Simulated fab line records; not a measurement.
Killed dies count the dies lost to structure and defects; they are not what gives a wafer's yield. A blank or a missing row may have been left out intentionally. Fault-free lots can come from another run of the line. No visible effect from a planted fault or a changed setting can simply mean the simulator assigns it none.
Problem report, 8D (eight disciplines) form, completed by code / flow n5 finfet / the parts of the form that need people (team, actions taken, sign-off) are left out

== 1. PROBLEM STATEMENT ==
Mean of run length s at N5_BEOL_M7_VIA_ETCH_34: 71.1 s across 3 wafers in 3 lots; on wafers with no fault it is 73.8 s (standard deviation 0.47). That is -5.7 standard deviations from the usual mean.
The step: etches SiCOH lowk in C4F6/O2, target depth 125.5 nm, time 50.5 s.
Earliest sighting: wafer L386.5 on rie diel-03 at day 10 09:41. Wafers with a number at this step in the record: 33, from 12 lots. By rule, "out" or "out of limits" means more than 4 standard deviations away from the usual mean. The other wafers with a number count as sound.

== 2. WHAT THIS IS AND IS NOT ==
question=which readings at this step | is=run length s | is not=drypump motor current A, oes_ar_750_au, oes product au, rf vpp V, showerhead plenum p Torr, throttle valve pct
question=which lots | is=L386, L387, L388 | is not=L382, L384, L394, L396, L398, L399, L400, L401, L403
question=which wafers of those lots | is=L386.5, L387.5, L388.5 | is not=L386.3, L386.4, L387.3, L388.3
question=read on which tools | is=rie diel-03 | is not=rie diel-01, rie diel-04
question=when | is=from day 10 09:41 | is not=up to then (8 sound wafers); but 22 sound wafers of L387, L388, L394, L396, L398, L399, L400, L401, L403 came after

== 3. THE SUSPECTS, EACH WITH WHAT RULES IT OUT ==
Counting: if a tool at a process step up to the reading ran every lot that is out, it stays a suspect. Sound lots after the first of them don't rule it out here, since some wafers of a struck lot are sound.
- rie diel-03 at N5_BEOL_M7_VIA_ETCH_34 (etches SiCOH lowk in C4F6/O2, target depth 125.5 nm, time 50.5 s): kept. It processed each lot that is out (first: L386, day 10 09:41); up to then, its last sound lot is L384 (day 9 22:51). Its own readings are out on those wafers: run length s.
The count leaves rie diel-03 at N5_BEOL_M7_VIA_ETCH_34.

== 4. THE CAUSE (what the simulator had put in) ==
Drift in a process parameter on rie diel-03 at N5_BEOL_M7_VIA_ETCH_34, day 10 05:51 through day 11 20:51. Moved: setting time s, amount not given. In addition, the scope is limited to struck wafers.
The count eliminated every tool but this one.

== 5. THE CHAIN OF EFFECTS, in route order ==
One row per reading whose mean, taken over the struck wafers that have a number, lies over 3 standard deviations from the usual. Readings are gone through only where the record gives a usual standard deviation; hours: the median, over the lots, of the time from a lot's start at the first step in this table giving one to that lot's start at this step; sigmas: the change measured in usual standard deviations.
hours=0; step=N5_BEOL_M7_VIA_ETCH_34; reading=run length s; usual=73.8 s; on struck wafers=71.1; change=-2.7; sigmas=-5.7
Its process steps:
- N5_BEOL_M7_VIA_ETCH_34: etches SiCOH lowk in C4F6/O2, target depth 125.5 nm, time 50.5 s.

== 6. HOW IT WOULD HAVE BEEN CAUGHT EARLIER ==
In this record no reading fell out of limits until day 10 09:41, 4 hours after the fault had begun at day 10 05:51.
